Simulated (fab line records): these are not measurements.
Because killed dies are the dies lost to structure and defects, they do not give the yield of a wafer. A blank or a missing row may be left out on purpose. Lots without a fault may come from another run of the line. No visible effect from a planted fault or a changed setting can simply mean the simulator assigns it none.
fab line records	flow n5Finfet
record: lots: 6	wafers: 18	lastDay: 18
route steps=1938 shown FIN_SAQP@108 BEOL_M4@1111
lots that met no fault: from a run of the same line without faults
startH: hours from the record's first day to the start of the lot's first wafer shown	waitH: hours elapsed since this lot's preceding step	" repeats the value in the row above	L1.1+2: one row covering several wafers at once	- value missing, or start not given	* or withheld: withheld	< > ~ a bound
route shown NAME@n: a module of which the file shows steps, and the number in the route of the first	usual: mean/standard deviation of fault-free wafers	same: alike in all rows	chamber/n: place in a boat	sites: each site's reading	_std_site: the values' standard deviation	_edge_site: mean of outer sites minus mean of inner sites	radiusMm: for every site, how far away it sits from the centre of the wafer	mask NAME#n: copy n	behind: the tool/chamber that last shaped the wafer	hold: reason for holding the lot/hours on hold/outcome of the hold	device: names the non-switching transistor (n, p or np)	end of line: at the end of the route, the tests of the same wafers	a step without rows: its recipe alone	killed: not the wafer's yield, but the dies lost to structure and defects at the first sort	map: per-die view of a wafer (x killed, . not killed, _ where there is no die)
set.NAME: setting as actually run; set.NAME@STEP: the setting as run at that earlier step	model.NAME: the simulator's own value behind a step, which no gauge read
certain route steps with their lots: each step a table, each wafer a row
services: a tool's chamber out of use, with start hour (startH, from the record's first day; less than 0 if before it), hours out, and reason
== steps ==
step: N5_FIN_SAQP_EXPOSE_13
recipe: maskId: FIN_CORE	na: 1.35	sourceShape: dipole	sigmaInner: 0.538	sigmaOuter: 0.738	polarization: te	targetCdNm: 35.6	doseMj: 63.25
step: N5_FIN_SAQP_PEB_14
recipe: pebTempC: withheld	pebTimeS: 60	resist: CAR-ArF
step: N5_FIN_SAQP_DEVELOP_15
recipe: developTimeS: 30	developer: TMAH	resist: CAR-ArF	devTempC: 23	rinseLiquid: diw	dry: airSpin
step: N5_FIN_SAQP_CD_MEAS_16
recipe: targetCdNm: 35.6	landingEnergyEv: 500	detector: seInlens
usual: cdNm: 35.59/0.3
lot.wafer	tool	chamber	startH	waitH	cdNm
L710.1	cdSem-01	0	27.17	-	35.55
L710.4	"	0	"	"	35.78
L710.6	"	0	"	"	35.81
L711.3	cdSem-02	0	33.86	-	35.46
L711.4	"	0	"	"	35.56
L711.6	"	0	"	"	35.48
L713.2	cdSem-01	0	45.22	-	35.70
L713.3	"	0	"	"	35.55
L713.5	"	0	"	"	35.55
L716.1	cdSem-02	0	64.39	-	36.19
L716.3	"	0	"	"	35.84
L716.4	"	0	"	"	35.66
L731.1	cdSem-03	0	153.62	-	35.39
L731.3	"	0	"	"	35.81
L731.5	"	0	"	"	35.60
L732.1	cdSem-02	0	159.33	-	35.97
L732.2	"	0	"	"	35.82
L732.3	"	0	"	"	36.08
step: N5_FIN_SAQP_OVL_MEAS_17
recipe: pointsPerWafer: 44
usual: FIN_CORE_OVL: 0.2/0.79
lot.wafer	tool	chamber	startH	waitH	FIN_CORE_OVL[nm]
L710.1	overlay-02	0	27.21	0.0	0.7
L710.4	"	0	"	"	1.0
L710.6	"	0	"	"	0.8
L711.3	overlay-02	0	33.89	0.0	-1.1
L711.4	"	0	"	"	0.2
L711.6	"	0	"	"	-0.5
L713.2	overlay-01	0	45.26	0.0	0.2
L713.3	"	0	"	"	0.0
L713.5	"	0	"	"	-0.1
L716.1	overlay-02	0	64.43	0.0	-0.1
L716.3	"	0	"	"	-1.0
L716.4	"	0	"	"	0.2
L731.1	overlay-02	0	153.66	0.0	0.2
L731.3	"	0	"	"	-0.5
L731.5	"	0	"	"	-0.5
L732.1	overlay-01	0	159.37	0.0	0.4
L732.2	"	0	"	"	-0.4
L732.3	"	0	"	"	1.3
step: N5_FIN_SAQP_INSPECT_18
recipe: mode: adi	inspectInstrument: brightfield
usual: rawDefectCount: 353/100
lot.wafer	tool	chamber	startH	waitH	rawDefectCount
L710.1	defectInspect-01	-	27.23	0.0	425
L710.4	"	-	"	"	408
L710.6	"	-	"	"	331
L711.3	defectInspect-01	-	33.92	0.0	302
L711.4	"	-	"	"	314
L711.6	"	-	"	"	321
L713.2	defectInspect-02	-	45.28	0.0	314
L713.3	"	-	"	"	383
L713.5	"	-	"	"	546
L716.1	defectInspect-01	-	64.46	0.0	184
L716.3	"	-	"	"	215
L716.4	"	-	"	"	268
L731.1	defectInspect-02	-	153.69	0.0	346
L731.3	"	-	"	"	272
L731.5	"	-	"	"	275
L732.1	defectInspect-01	-	159.39	0.0	259
L732.2	"	-	"	"	300
L732.3	"	-	"	"	307
step: N5_FIN_SAQP_DESCUM_21
recipe: chemistry: O2	timeS: 7.9	sourcePowerW: 50	biasPowerW: 20	pressureMtorr: 20	rfFrequencyHz: 2.712e+07	tempC: 40	resist: CAR-ArF	o2FlowSccm: 225
usual: drypumpMotorCurrentA: 6.0/0.51	oesProductAu: 0.77/0.081	rfFwdPowerW: 49.41/0.22	rfVppV: 243.1/1.6	showerheadPlenumPTorr: 2.10/0.084	throttleValvePct: 20.34/0.27
lot.wafer	tool	chamber	startH	waitH	drypumpMotorCurrentA	oesProductAu	rfFwdPowerW	rfHoursCounterH	rfVppV	showerheadPlenumPTorr	throttleValvePct
L710.1	rieDiel-01	1	27.43	0.2	6.1	0.88	49.45	43	243.4	2.23	20.39
L710.4	"	0	"	"	6.7	0.79	49.01	117	243.8	2.10	20.42
L710.6	"	1	"	"	6.1	0.88	49.57	-	244.7	2.23	20.40
L711.3	rieDiel-02	0	33.95	0.0	6.2	0.75	49.46	150	244.4	2.17	19.98
L711.4	"	2	"	"	5.7	0.89	49.27	26	244.3	2.13	20.25
L711.6	"	1	"	"	6.5	0.69	49.45	-	240.5	1.96	20.30
L713.2	rieDiel-02	1	45.64	0.4	6.5	0.68	50.07	242	241.1	1.96	20.32
L713.3	"	2	"	"	5.7	0.88	49.39	31	243.8	2.12	20.27
L713.5	"	2	"	"	5.6	0.89	49.16	-	243.7	2.12	20.27
L716.1	rieDiel-05	0	64.79	0.3	5.6	0.71	49.41	205	243.9	2.17	20.73
L716.3	"	1	"	"	6.5	0.73	49.32	164	243.5	2.07	19.90
L716.4	"	2	"	"	5.6	0.75	49.25	152	243.6	2.18	20.59
L731.1	rieDiel-02	1	153.72	0.0	6.5	0.94	49.81	13	246.8	2.22	19.92
L731.3	"	0	"	"	6.3	0.71	49.61	196	242.0	2.16	20.07
L731.5	"	0	"	"	6.3	0.72	49.77	-	244.4	2.15	20.07
L732.1	rieDiel-05	0	159.43	0.0	5.6	0.69	49.65	235	243.3	2.16	20.78
L732.2	"	2	"	"	5.6	0.72	49.19	179	243.4	2.17	20.64
L732.3	"	1	"	"	6.5	0.72	49.75	195	242.3	2.06	19.96
step: N5_FIN_SAQP_ETCH_51
recipe: chemistry: CF4	target: SiARC	targetDepthA: 455	maskMaterial: CAR-ArF	timeS: 75.8	ionEnergyEv: 80	pressureMtorr: 40	sourceW: 545	biasW: 36	Ar_flow_sccm: 100	cf4FlowSccm: 100	ends: cleared
usual: drypumpMotorCurrentA: 6.0/0.52	etchRfOnTimeS: 75.7/1.9	oesProductAu: 0.66/0.072	rfFwdPowerW: 539.6/2.3	rfVppV: 184.2/1.3	showerheadPlenumPTorr: 2.16/0.08	throttleValvePct: 15.55/0.22
lot.wafer	tool	chamber	startH	waitH	drypumpMotorCurrentA	etchRfOnTimeS	oesProductAu	rfFwdPowerW	rfHoursCounterH	rfVppV	showerheadPlenumPTorr	throttleValvePct
L710.1	rieDiel-01	1	27.46	0.0	6.1	73.3	0.76	539.5	43	186.6	2.26	15.44
L710.4	"	0	"	"	6.8	77.9	0.66	532.2	117	183.9	2.16	15.64
L710.6	"	1	"	"	6.1	73.7	0.76	539.7	-	184.4	2.26	15.41
L711.3	rieDiel-02	0	33.98	0.0	6.2	76.3	0.64	539.6	150	186.1	2.23	15.32
L711.4	"	2	"	"	5.7	74.1	0.77	539.8	26	184.3	2.17	15.39
L711.6	"	1	"	"	6.5	77.9	0.58	543.8	-	183.5	2.04	15.69
L713.2	rieDiel-02	1	45.67	0.0	6.5	79.0	0.58	542.9	242	182.2	2.03	15.69
L713.3	"	2	"	"	5.6	74.4	0.77	540.8	31	185.1	2.17	15.40
L713.5	"	2	"	"	5.6	74.8	0.77	538.4	-	184.4	2.17	15.38
L716.1	rieDiel-05	0	64.82	0.0	5.6	76.3	0.60	544.6	205	185.6	2.22	15.91
L716.3	"	1	"	"	6.5	76.8	0.63	538.2	164	183.6	2.13	15.22
L716.4	"	2	"	"	5.6	77.2	0.63	535.6	152	185.8	2.23	15.75
L731.1	rieDiel-02	1	153.76	0.0	6.5	75.5	0.80	542.4	13	185.4	2.28	15.22
L731.3	"	0	"	"	6.2	75.4	0.61	541.5	196	182.5	2.22	15.39
L731.5	"	0	"	"	6.3	75.3	0.61	542.1	-	185.9	2.22	15.39
L732.1	rieDiel-05	0	159.46	0.0	5.6	75.5	0.59	540.9	235	184.5	2.21	15.96
L732.2	"	2	"	"	5.6	76.8	0.62	539.5	179	184.3	2.22	15.80
L732.3	"	1	"	"	6.5	76.7	0.61	540.8	195	182.5	2.12	15.29
step: N5_FIN_SAQP_ETCH_52
recipe: chemistry: N2/H2	target: SOC	targetDepthA: 1000	overetchA: 200	maskMaterial: SiARC	tempC: 40	timeS: 150	ionEnergyEv: 200	pressureMtorr: 30	sourceW: 840	biasW: 150	n2FlowSccm: 200	h2FlowSccm: 200	ends: endPoint
usual: drypumpMotorCurrentA: 6.0/0.52	oesProductAu: 0.69/0.069	rfFwdPowerW: 837/3.1	rfVppV: 524.4/2.8	showerheadPlenumPTorr: 2.56/0.099	throttleValvePct: 17.77/0.21
lot.wafer	tool	chamber	startH	waitH	drypumpMotorCurrentA	oesProductAu	rfFwdPowerW	rfHoursCounterH	rfVppV	showerheadPlenumPTorr	throttleValvePct
L710.1	rieDiel-01	1	27.52	0.0	6.2	0.78	839	43	527.6	2.70	17.81
L710.4	"	0	"	"	6.8	0.70	835	118	525.0	2.54	17.70
L710.6	"	1	"	"	6.2	0.78	835	-	528.6	2.70	17.81
L711.3	rieDiel-02	0	34.04	0.0	6.3	0.68	837	150	525.8	2.64	17.43
L711.4	"	2	"	"	5.7	0.80	839	26	525.3	2.61	17.89
L711.6	"	1	"	"	6.5	0.62	838	-	520.0	2.40	17.86
L713.2	rieDiel-02	1	45.73	0.0	6.5	0.61	832	242	519.9	2.40	17.87
L713.3	"	2	"	"	5.7	0.79	837	31	526.7	2.61	17.90
L713.5	"	2	"	"	5.7	0.78	831	-	525.3	2.61	17.91
L716.1	rieDiel-05	0	64.88	0.0	5.6	0.64	838	205	526.2	2.61	17.97
L716.3	"	1	"	"	6.5	0.67	839	164	521.8	2.55	17.46
L716.4	"	2	"	"	5.6	0.67	835	152	525.7	2.65	18.04
L731.1	rieDiel-02	1	153.81	0.0	6.6	0.83	837	13	528.7	2.71	17.42
L731.3	"	0	"	"	6.3	0.64	842	196	526.9	2.62	17.52
L731.5	"	0	"	"	6.3	0.63	840	-	526.4	2.62	17.50
L732.1	rieDiel-05	0	159.52	0.0	5.6	0.62	838	235	525.7	2.60	18.02
L732.2	"	2	"	"	5.6	0.65	840	179	526.8	2.64	18.08
L732.3	"	1	"	"	6.5	0.65	841	195	524.0	2.53	17.53
step: N5_FIN_SAQP_STRIP_53
recipe: chemistry: N2/H2	tempC: 40	n2FlowSccm: 200	h2FlowSccm: 200	rfFrequencyHz: 6e+07
step: N5_FIN_SAQP_HM_OPEN_73
recipe: chemistry: CHF3/O2	target: SiO2	stopOn: a-Si	targetDepthA: 120	overEtchFrac: 1.8	maskMaterial: SOC	timeS: 16.8	pressureMtorr: 30	sourceW: 650	biasW: 170	Ar_flow_sccm: 200	CHF3_flow_sccm: 50	O2_flow_sccm: 5	ionEnergyEv: 200	ends: endPoint
usual: O2_flow_sccm: 4.999/0.016	drypumpMotorCurrentA: 6.0/0.52	oesProductAu: 0.46/0.047	rfFwdPowerW: 645.0/2.4	rfVppV: 526/9.5	showerheadPlenumPTorr: 2.43/0.093	throttleValvePct: 18.76/0.23
same: overEtchFrac: 1.8
lot.wafer	tool	chamber	startH	waitH	O2_flow_sccm	drypumpMotorCurrentA	oesProductAu	rfFwdPowerW	rfHoursCounterH	rfVppV	showerheadPlenumPTorr	throttleValvePct
L710.1	rieDiel-01	1	27.63	0.0	5.003	6.2	0.51	645.2	43	533	2.56	18.73
L710.4	"	0	"	"	4.987	6.8	0.47	639.7	118	534	2.44	18.89
L710.6	"	1	"	"	4.980	6.2	0.52	644.3	-	534	2.56	18.73
L711.3	rieDiel-02	0	34.15	0.0	5.027	6.2	0.45	644.4	150	535	2.51	18.46
L711.4	"	2	"	"	4.998	5.6	0.54	643.2	26	530	2.44	18.61
L711.6	"	1	"	"	4.969	6.5	0.41	648.0	-	523	2.28	18.77
L713.2	rieDiel-02	1	45.83	0.0	4.986	6.5	0.40	643.3	242	520	2.27	18.77
L713.3	"	2	"	"	4.999	5.7	0.52	649.1	31	531	2.44	18.63
L713.5	"	2	"	"	5.020	5.7	0.53	646.9	-	531	2.44	18.62
L716.1	rieDiel-05	0	64.98	0.0	4.998	5.6	0.42	648.3	205	537	2.50	19.12
L716.3	"	1	"	"	5.004	6.5	0.44	644.8	164	534	2.39	18.38
L716.4	"	2	"	"	5.028	5.6	0.44	645.2	153	520	2.52	19.04
L731.1	rieDiel-02	1	153.92	0.0	5.006	6.5	0.55	647.1	13	530	2.55	18.39
L731.3	"	0	"	"	4.980	6.2	0.43	647.1	196	535	2.49	18.53
L731.5	"	0	"	"	5.000	6.3	0.42	648.3	-	534	2.49	18.53
L732.1	rieDiel-05	0	159.63	0.0	4.995	5.7	0.41	645.4	235	539	2.49	19.15
L732.2	"	2	"	"	5.010	5.6	0.43	643.4	180	518	2.51	19.09
L732.3	"	1	"	"	5.003	6.5	0.42	644.4	195	531	2.38	18.43
step: N5_FIN_SAQP_STRIP_74
recipe: chemistry: CHF3/O2	resist: SiARC	rfFrequencyHz: 6e+07
step: N5_FIN_SAQP_MANDREL_ETCH_22
recipe: targetDepthA: 600	chemistry: HBr/Cl2	target: a-Si	stopOn: SiNx	btTimeS: 10	overEtchFrac: 0.5	timeS: 30	pressureMtorr: 10	icpW: 800	biasW: 75	HBr_flow_sccm: 150	Cl2_flow_sccm: 80	ends: endPoint
usual: HBr_flow_sccm: 150.0/0.45	drypumpMotorCurrentA: 5.5/0.36	mfcCl2Sccm: 80.01/0.24	oesProductAu: 0.769/0.013	overEtchFrac: 0.5/0	rfFwdPowerW: 796.0/2.7	throttleValvePct: 35.4/0.31
lot.wafer	tool	chamber	startH	waitH	HBr_flow_sccm	drypumpMotorCurrentA	mfcCl2Sccm	oesProductAu	overEtchFrac	rfFwdPowerW	rfHoursCounterH	throttleValvePct	model.SOC_of_FIN_SAQP_COAT_49.thkNm
L710.1	rieSi-03	0	27.71	0.0	150.0	5.4	79.67	0.773	0.5	799.7	188	35.3	76.02
L710.4	"	3	"	"	150.6	5.0	79.73	0.792	0.5	800.3	175	35.6	76.23
L710.6	"	1	"	"	149.5	5.5	79.99	0.775	0.5	801.8	-	35.8	76.05
L711.3	rieSi-06	0	34.23	0.0	149.1	5.1	80.00	0.769	0.5	794.3	99	35.5	75.85
L711.4	"	1	"	"	149.7	5.2	80.15	0.750	0.5	792.5	11	34.6	76.26
L711.6	"	0	"	"	149.5	5.1	79.94	0.767	0.5	796.7	-	35.5	76.13
L713.2	rieSi-06	3	45.92	0.0	150.6	6.2	79.99	0.788	0.5	798.7	107	35.7	76
L713.3	"	2	"	"	150.7	5.7	79.69	0.770	0.5	794.6	24	35.4	76.12
L713.5	"	3	"	"	150.5	6.2	80.18	0.785	0.5	796.1	-	35.7	75.87
L716.1	rieSi-01	0	65.07	0.0	150.4	6.1	79.97	0.752	0.5	795.1	2	35.1	75.43
L716.3	"	1	"	"	150.2	5.2	79.98	0.742	0.5	796.4	160	34.8	76.05
L716.4	"	2	"	"	150.2	5.3	79.86	0.774	0.5	792.4	2	35.2	75.53
L731.1	rieSi-03	1	154.00	0.0	150.1	5.5	79.80	0.753	0.5	800.5	179	35.8	76.1
L731.3	"	3	"	"	149.5	5.1	79.94	0.778	0.5	795.6	177	35.6	76.08
L731.5	"	2	"	"	149.4	5.9	79.96	0.791	0.4524	794.9	-	35.3	77.25
L732.1	rieSi-03	1	159.71	0.0	150.5	5.5	80.26	0.778	0.5	794.1	179	35.7	76.53
L732.2	"	3	"	"	150.6	5.1	80.11	0.787	0.5	795.4	177	35.7	76.05
L732.3	"	2	"	"	150.6	5.9	80.16	0.793	0.4524	799.9	77	35.3	77.8
step: N5_FIN_SAQP_STRIP_55
recipe: chemistry: N2/H2	powerW: 500	tempC: 40	pressureMtorr: 50	rfFrequencyHz: 6e+07	overashFraction: 0.3	biasPowerW: 28	h2Frac: 0.5	n2FlowSccm: 300	h2FlowSccm: 300
usual: drypumpMotorCurrentA: 5.9/0.56	oesProductAu: 0.78/0.083	rfVppV: 122.1/1.6	showerheadPlenumPTorr: 3.37/0.13	throttleValvePct: 18.9/0.4
lot.wafer	tool	chamber	startH	waitH	drypumpMotorCurrentA	oesProductAu	rfHoursCounterH	rfVppV	showerheadPlenumPTorr	throttleValvePct
L710.1	rieDiel-01	1	27.88	0.1	6.2	0.87	44	124.8	3.56	19.3
L710.4	"	0	"	"	6.8	0.78	118	121.5	3.36	18.6
L710.6	"	2	"	"	4.9	0.74	-	120.7	3.24	19.0
L711.3	rieDiel-05	1	34.48	0.2	6.5	0.74	157	123.4	3.37	18.4
L711.4	"	3	"	"	6.2	0.73	189	122.5	3.20	19.0
L711.6	"	2	"	"	5.6	0.76	-	122.5	3.50	19.3
L713.2	rieDiel-02	3	46.10	0.1	6.0	0.69	241	121.8	3.17	18.8
L713.3	"	1	"	"	6.5	0.68	242	122.8	3.18	18.9
L713.5	"	1	"	"	6.5	0.67	-	120.4	3.18	19.0
L716.1	rieDiel-05	1	65.17	0.1	6.5	0.73	165	123.2	3.36	18.4
L716.3	"	0	"	"	5.6	0.70	205	122.6	3.44	19.1
L716.4	"	3	"	"	6.3	0.73	197	121.0	3.19	19.0
L731.1	rieDiel-05	2	154.19	0.1	5.6	0.73	178	124.6	3.48	19.3
L731.3	"	0	"	"	5.6	0.68	233	123.0	3.43	19.2
L731.5	"	1	"	"	6.5	0.72	-	120.9	3.35	18.4
L732.1	rieDiel-01	2	159.81	0.1	4.9	0.72	186	121.4	3.22	19.1
L732.2	"	0	"	"	6.8	0.75	159	120.4	3.34	18.6
L732.3	"	1	"	"	6.2	0.83	86	121.7	3.54	19.3
step: N5_BEOL_M4_RC_MEAS_101
usual: DIBL_N: 36.3/1.8	DIBL_P: 36.5/2.1	IOFF_N: 0.16/0.031	IOFF_P: 0.22/0.038	ION_N: 677/12	ION_P: 466/7.8	SS_N: 71.5/0.61	SS_P: 73.2/0.7	VT_N: 249/3	VT_P: -248.9/3
lot.wafer	tool	chamber	startH	waitH	DIBL_N[mV/V]	DIBL_P[mV/V]	IOFF_N[nA/um]	IOFF_P[nA/um]	ION_N[uA/um]	ION_P[uA/um]	SS_N[mV/dec]	SS_P[mV/dec]	VT_N[mV]	VT_P[mV]
L710.1	prober-02	0	185.65	0.0	40.0	42.0	0.23	0.29	682	465	73.2	75.0	244	-245.8
L710.4	"	0	"	"	36.2	36.1	0.14	0.18	665	455	71.3	73.4	251	-252.4
L710.6	"	0	"	"	36.7	37.3	0.15	0.19	653	449	72.1	73.7	250	-250.8
L711.3	prober-02	0	200.55	0.3	36.8	36.6	0.17	0.21	687	467	72.1	72.2	249	-249.6
L711.4	"	0	"	"	37.7	38.0	0.19	0.23	686	461	72.6	72.2	247	-247.9
L711.6	"	0	"	"	35.1	34.8	0.15	0.18	679	466	71.0	72.4	248	-252.8
L713.2	prober-02	0	207.22	0.2	35.4	34.5	0.15	0.20	692	476	70.6	73.4	250	-248.2
L713.3	"	0	"	"	36.9	36.3	0.17	0.23	693	473	71.0	72.9	249	-246.7
L713.5	"	0	"	"	36.6	36.1	0.16	0.22	697	473	71.6	73.3	251	-246.8
L716.1	prober-02	0	216.87	0.0	37.0	39.4	0.22	0.31	692	484	71.1	73.6	242	-241.3
L716.3	"	0	"	"	37.5	40.0	0.22	0.31	707	490	71.5	73.4	241	-240.8
L716.4	"	0	"	"	36.3	38.1	0.19	0.28	680	473	71.8	73.4	246	-241.1
L732.1	prober-01	0	312.93	0.0	35.7	36.9	0.17	0.24	669	463	72.0	73.1	249	-246.4
L732.2	"	0	"	"	36.8	38.0	0.19	0.24	678	459	71.6	73.5	246	-250.0
L732.3	"	0	"	"	34.5	36.0	0.16	0.22	679	471	71.5	72.5	246	-245.6
L731.1	prober-01	0	316.30	0.0	35.0	35.3	0.14	0.22	685	479	71.6	73.0	251	-248.2
L731.3	"	0	"	"	36.7	37.8	0.17	0.25	675	471	71.2	73.9	249	-245.9
L731.5	"	0	"	"	34.5	35.2	0.14	0.21	689	477	71.6	72.5	250	-250.0
== services ==
tool	chamber	startH	hours	kind
rieDiel-02	0	44.15	1.3	repair
rieDiel-02	-	44.53	0.1	repair
rieSi-03	2	46.14	3.0	repair
rieDiel-02	1	54.43	23.6	repair
rieSi-01	1	76.86	3.3	repair
rieDiel-02	3	78.32	-	clean
rieDiel-02	3	78.32	-	consumableReplace:focusRing
rieDiel-02	3	78.32	-	consumableReplace:showerhead
rieDiel-02	3	78.32	12.3	scheduledDown
rieDiel-02	3	78.32	12.3	ventCycle
rieSi-06	3	87.87	1.8	repair
rieSi-01	2	88.09	2.4	repair
rieDiel-02	1	90.78	3.3	repair
rieSi-01	3	90.97	18.9	repair
rieDiel-02	1	94.14	-	clean
rieDiel-02	1	94.14	-	consumableReplace:focusRing
rieDiel-02	1	94.14	-	consumableReplace:showerhead
rieDiel-02	1	94.14	24.2	scheduledDown
rieDiel-02	1	94.14	24.2	ventCycle
rieDiel-05	2	107.24	8.5	repair
rieSi-06	2	156.33	3.4	repair
== key ==
firstSign: step: N5_FIN_SAQP_MANDREL_ETCH_22	reading: overEtchFrac	direction: down	sigmas: 99+	usual: 0.5	struck: 0.4524
effect none on later readings
modelEffect: step: N5_FIN_SAQP_MANDREL_ETCH_22	value: SOC_of_FIN_SAQP_COAT_49.thkNm	without: 76.78	struck: 77.52
metAt N5_FIN_SAQP_MANDREL_ETCH_22
struckWafers L731.5,L732.3
fault: kind: processParameterDrift	tool: rieSi-03	chamber: 2	onsetH: 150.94	steps: N5_FIN_SAQP_MANDREL_ETCH_22	channel: overEtchFrac	offset: -0.047602	shape: step	endH: 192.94	actsIn: theseRecipesOnly	stated: 0.5
